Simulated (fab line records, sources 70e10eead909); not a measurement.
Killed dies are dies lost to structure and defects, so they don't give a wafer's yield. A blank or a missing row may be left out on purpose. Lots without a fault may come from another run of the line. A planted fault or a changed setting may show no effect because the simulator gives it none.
Chamber matching | flow nand_harc | NHARC_P_GATE_STRIP_108 on rie_diel-03: 4 sister chambers
The step strips in O2. 14 wafers are shown with their chamber, then 7 later ones without.

WAFERS WITH THEIR CHAMBER
wafer  | chamber | showerhead_plenum_p_Torr (Torr) | drypump_motor_current_A (A) | oes_product_au (a.u.)
L074.2 | 2       | 3.42                            | 5.5                         | 1.004
L074.5 | 0       | 3.30                            | 5.3                         | 0.997
L074.6 | 2       | 3.42                            | 5.6                         | 1.008
L081.1 | 1       | 3.67                            | 6.1                         | 1.003
L081.4 | 0       | 3.30                            | 5.3                         | 0.987
L081.5 | 2       | 3.42                            | 5.5                         | 1.011
L082.1 | 2       | 3.42                            | 5.6                         | 1.007
L082.2 | 1       | 3.67                            | 6.1                         | 0.989
L082.6 | 1       | 3.67                            | 6.1                         | 0.976
L083.2 | 3       | 3.31                            | 5.8                         | 0.999
L083.5 | 1       | 3.66                            | 6.1                         | 1.001
L083.6 | 2       | 3.42                            | 5.6                         | 1.019
L091.1 | 0       | 3.30                            | 5.3                         | 0.980
L091.4 | 1       | 3.66                            | 6.1                         | 0.996

SIGNATURES (means of the wafers above)
reading                  | chamber 0 | chamber 1 | chamber 2 | chamber 3 | scatter within a chamber
showerhead_plenum_p_Torr | 3.3000    | 3.6660    | 3.4200    | 3.3100    | 0.00346
drypump_motor_current_A  | 5.300     | 6.100     | 5.560     | 5.800     | 0.0346
oes_product_au           | 0.98800   | 0.99300   | 1.00980   | 0.99900   | 0.00869
Rule: a wafer's distance from a chamber is the root of the sum, over the readings, of the square of ((its reading less the chamber's mean) divided by the reading's scatter). The wafer belongs to the nearest chamber; if the next one is less than 2 further off, it can't be placed. The scatter: the root of (the sum of the squares of (reading less its chamber's mean) over the shown wafers, divided by (wafers less chambers)).

WAFERS WITHOUT THEIR CHAMBER
wafer  | showerhead_plenum_p_Torr (Torr) | drypump_motor_current_A (A) | oes_product_au (a.u.)
L091.5 | 3.31                            | 5.8                         | 1.000
L096.2 | 3.30                            | 5.3                         | 1.008
L096.3 | 3.31                            | 5.8                         | 0.988
L096.5 | 3.66                            | 6.1                         | 0.994
L097.2 | 3.30                            | 5.3                         | 1.006
L097.3 | 3.66                            | 6.1                         | 0.995
L097.4 | 3.42                            | 5.5                         | 1.014

WHICH CHAMBER EACH WENT THROUGH
wafer  | from the rows above | in truth
L091.5 | 3                   | 3
L096.2 | 0                   | 0
L096.3 | 3                   | 3
L096.5 | 1                   | 1
L097.2 | 0                   | 0
L097.3 | 1                   | 1
L097.4 | 2                   | 2
Placed correctly: 7 of 7. Can't be placed from these rows: 0. Placed wrongly: 0.
